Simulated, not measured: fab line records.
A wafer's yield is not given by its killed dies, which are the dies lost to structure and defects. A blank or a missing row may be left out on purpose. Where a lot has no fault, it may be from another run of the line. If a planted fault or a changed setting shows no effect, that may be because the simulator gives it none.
Split-lot experiment / flow n5_finfet / route with 1938 steps; 7 lots, 21 wafers read

## THE SPLIT ITSELF
At N5_MOL_CONTACT_COAG_COAT_76 (time 60 s, resist thk 10 nm), the setting spin_rpm was moved away from the recipe's 1500 rpm on 3 of the 21 wafers read, by +7.9% to +9.7%. All remaining wafers had this setting at the recipe value.

## FROM THE SPLIT TO THE READING: what the file shows between them, 11 steps
- N5_MOL_CONTACT_COAG_COAT_78: resist thk 40 nm (also split here: spin_rpm)
- N5_MOL_CONTACT_COAG_EBR_80
- N5_MOL_CONTACT_COAG_SOFTBAKE_79: time 60 s
- N5_MOL_CONTACT_COAG_EXPOSE_81: exposes mask VG, defocus 0 nm
- N5_MOL_CONTACT_COAG_PEB_82: peb time 60 s
- N5_MOL_CONTACT_COAG_DEVELOP_83: develop time 30 s
- N5_MOL_CONTACT_COAG_DESCUM_88: chemistry O2, time 7 s
- N5_MOL_CONTACT_COAG_ETCH_89: etches underlayer in N2/H2, target depth 13 nm, time 10.4 s
- N5_MOL_CONTACT_COAG_ETCH_90: etches SiARC in CF4, target depth 13 nm, time 21.7 s
- N5_MOL_CONTACT_COAG_ALD_131: deposits SiO2, target thk 5 nm, pulse time 1 s, co reactant pulse time 1 s
- N5_MOL_CONTACT_COAG_ETCHBACK_132: etches SiO2 in CHF3, target depth 10 nm, time 6.7 s

## THE READING
SiARC_of_MOL_CONTACT_COAG_COAT_76.thk_nm (the simulator's own value, which no gauge read), in nm, at N5_MOL_CONTACT_COAG_ETCH_91 (etches SOC in N2/H2, target depth 60 nm, overetch 21 nm, time 101.2 s). The file does not state a usual value for it. Here, 18 wafers ran the recipe; their average is 5.8 nm with a standard deviation of 0.046 nm.

wafer=L079.1; tool, chamber at the split=litho_track-02, 0; spin_rpm as run, rpm=1500; against the recipe=recipe; SiARC_of_MOL_CONTACT_COAG_COAT_76.thk_nm, nm=5.8; against lot-mates on the recipe=-
wafer=L079.4; tool, chamber at the split=litho_track-02, 0; spin_rpm as run, rpm=1500; against the recipe=recipe; SiARC_of_MOL_CONTACT_COAG_COAT_76.thk_nm, nm=5.8; against lot-mates on the recipe=-
wafer=L079.6; tool, chamber at the split=litho_track-02, 0; spin_rpm as run, rpm=1500; against the recipe=recipe; SiARC_of_MOL_CONTACT_COAG_COAT_76.thk_nm, nm=5.8; against lot-mates on the recipe=-
wafer=L080.2; tool, chamber at the split=litho_track-02, 0; spin_rpm as run, rpm=1500; against the recipe=recipe; SiARC_of_MOL_CONTACT_COAG_COAT_76.thk_nm, nm=5.8; against lot-mates on the recipe=-
wafer=L080.3; tool, chamber at the split=litho_track-02, 0; spin_rpm as run, rpm=1500; against the recipe=recipe; SiARC_of_MOL_CONTACT_COAG_COAT_76.thk_nm, nm=5.8; against lot-mates on the recipe=-
wafer=L080.6; tool, chamber at the split=litho_track-02, 0; spin_rpm as run, rpm=1500; against the recipe=recipe; SiARC_of_MOL_CONTACT_COAG_COAT_76.thk_nm, nm=5.8; against lot-mates on the recipe=-
wafer=L083.2; tool, chamber at the split=litho_track-01, 0; spin_rpm as run, rpm=1500; against the recipe=recipe; SiARC_of_MOL_CONTACT_COAG_COAT_76.thk_nm, nm=5.8; against lot-mates on the recipe=-
wafer=L083.4; tool, chamber at the split=litho_track-01, 0; spin_rpm as run, rpm=1500; against the recipe=recipe; SiARC_of_MOL_CONTACT_COAG_COAT_76.thk_nm, nm=5.8; against lot-mates on the recipe=-
wafer=L083.3; tool, chamber at the split=litho_track-01, 0; spin_rpm as run, rpm=1500; against the recipe=recipe; SiARC_of_MOL_CONTACT_COAG_COAT_76.thk_nm, nm=5.6; against lot-mates on the recipe=-
wafer=L086.4; tool, chamber at the split=litho_track-01, 0; spin_rpm as run, rpm=1646; against the recipe=+9.7%; SiARC_of_MOL_CONTACT_COAG_COAT_76.thk_nm, nm=5.4; against lot-mates on the recipe=-0.4
wafer=L086.5; tool, chamber at the split=litho_track-01, 0; spin_rpm as run, rpm=1500; against the recipe=recipe; SiARC_of_MOL_CONTACT_COAG_COAT_76.thk_nm, nm=5.8; against lot-mates on the recipe=-
wafer=L086.6; tool, chamber at the split=litho_track-01, 0; spin_rpm as run, rpm=1646; against the recipe=+9.7%; SiARC_of_MOL_CONTACT_COAG_COAT_76.thk_nm, nm=5.2; against lot-mates on the recipe=-0.6
wafer=L088.1; tool, chamber at the split=litho_track-01, 0; spin_rpm as run, rpm=1500; against the recipe=recipe; SiARC_of_MOL_CONTACT_COAG_COAT_76.thk_nm, nm=5.8; against lot-mates on the recipe=-
wafer=L088.4; tool, chamber at the split=litho_track-01, 0; spin_rpm as run, rpm=1500; against the recipe=recipe; SiARC_of_MOL_CONTACT_COAG_COAT_76.thk_nm, nm=5.8; against lot-mates on the recipe=-
wafer=L088.6; tool, chamber at the split=litho_track-01, 0; spin_rpm as run, rpm=1619; against the recipe=+7.9%; SiARC_of_MOL_CONTACT_COAG_COAT_76.thk_nm, nm=5.4; against lot-mates on the recipe=-0.4
wafer=L089.4; tool, chamber at the split=litho_track-02, 0; spin_rpm as run, rpm=1500; against the recipe=recipe; SiARC_of_MOL_CONTACT_COAG_COAT_76.thk_nm, nm=5.8; against lot-mates on the recipe=-
wafer=L089.5; tool, chamber at the split=litho_track-02, 0; spin_rpm as run, rpm=1500; against the recipe=recipe; SiARC_of_MOL_CONTACT_COAG_COAT_76.thk_nm, nm=5.8; against lot-mates on the recipe=-
wafer=L089.6; tool, chamber at the split=litho_track-02, 0; spin_rpm as run, rpm=1500; against the recipe=recipe; SiARC_of_MOL_CONTACT_COAG_COAT_76.thk_nm, nm=5.8; against lot-mates on the recipe=-
wafer=L094.2; tool, chamber at the split=litho_track-01, 0; spin_rpm as run, rpm=1500; against the recipe=recipe; SiARC_of_MOL_CONTACT_COAG_COAT_76.thk_nm, nm=5.8; against lot-mates on the recipe=-
wafer=L094.3; tool, chamber at the split=litho_track-01, 0; spin_rpm as run, rpm=1500; against the recipe=recipe; SiARC_of_MOL_CONTACT_COAG_COAT_76.thk_nm, nm=5.8; against lot-mates on the recipe=-
wafer=L094.6; tool, chamber at the split=litho_track-01, 0; spin_rpm as run, rpm=1500; against the recipe=recipe; SiARC_of_MOL_CONTACT_COAG_COAT_76.thk_nm, nm=5.8; against lot-mates on the recipe=-

FIT RESULTS
A straight line over all 21 wafers: SiARC_of_MOL_CONTACT_COAG_COAT_76.thk_nm changes by -0.0499 nm for each +1% of spin_rpm; r = -0.95; the points scatter about the line by 0.055 nm.
The same after taking each lot's own level away (the mean of its wafers on the recipe; 21 wafers): -0.0511 nm for each +1%; r = -0.96; scatter 0.05 nm.
On that fit, the largest move of spin_rpm shifts the reading by 0.5 nm.
Measured against the standard deviation above, the lots' own levels, which go from 5.73 to 5.80 nm, span 1.5 times it.
Hence the lot-to-lot level has little effect on the slope; both slopes agree.
Check: -0.556 nm against its lot-mates is what the line predicts for one of the wafers moved furthest among these (+9.7%) when that wafer is left out of the fit. Against them it came out at -0.4 nm.

## OTHER SPLITS APPLIED TO THESE WAFERS
These wafers also went through other splits before the reading. Each is held against what the fit with the lots' levels taken away leaves over:
other split on the same wafers=N5_SDB_EXPOSE_08 dose_mj; wafers away from the commonest value=4; r with SiARC_of_MOL_CONTACT_COAG_COAT_76.thk_nm (lot level and that fit taken away)=+0.19
other split on the same wafers=N5_HKMG_FIN_ETCH_54 source_w; wafers away from the commonest value=4; r with SiARC_of_MOL_CONTACT_COAG_COAT_76.thk_nm (lot level and that fit taken away)=-0.38
other split on the same wafers=N5_GATE_CUT_COAT_27 spin_rpm; wafers away from the commonest value=4; r with SiARC_of_MOL_CONTACT_COAG_COAT_76.thk_nm (lot level and that fit taken away)=-0.35
other split on the same wafers=N5_GATE_CUT_DESCUM_18 time_s; wafers away from the commonest value=7; r with SiARC_of_MOL_CONTACT_COAG_COAT_76.thk_nm (lot level and that fit taken away)=+0.00
other split on the same wafers=N5_MOL_CONTACT_COAG_ETCH_106 source_w; wafers away from the commonest value=10; r with SiARC_of_MOL_CONTACT_COAG_COAT_76.thk_nm (lot level and that fit taken away)=+0.26
other split on the same wafers=N5_MOL_CONTACT_COAG_COAT_78 spin_rpm; wafers away from the commonest value=6; r with SiARC_of_MOL_CONTACT_COAG_COAT_76.thk_nm (lot level and that fit taken away)=-0.24

## THE WHOLE CHAIN: every reading that the file lists as answering this split, in the file's order
step=N5_MOL_CONTACT_COAG_ETCH_90; what it does=etches SiARC in CF4, target depth 13 nm, time 21.7 s; reading=etch.depth_nm (the simulator's own value, which no gauge read); change (the file's fit)=-0.0447 nm for each +1% of the setting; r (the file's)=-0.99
step=N5_MOL_CONTACT_COAG_ETCH_91; what it does=etches SOC in N2/H2, target depth 60 nm, overetch 21 nm, time 101.2 s; reading=SiARC_of_MOL_CONTACT_COAG_COAT_76.thk_nm (the simulator's own value, which no gauge read); change (the file's fit)=-0.051 nm for each +1% of the setting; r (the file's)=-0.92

## THE FILE'S OWN FIT
SiARC_of_MOL_CONTACT_COAG_COAT_76.thk_nm changes by -0.051 nm for each +1% of spin_rpm, r = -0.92.
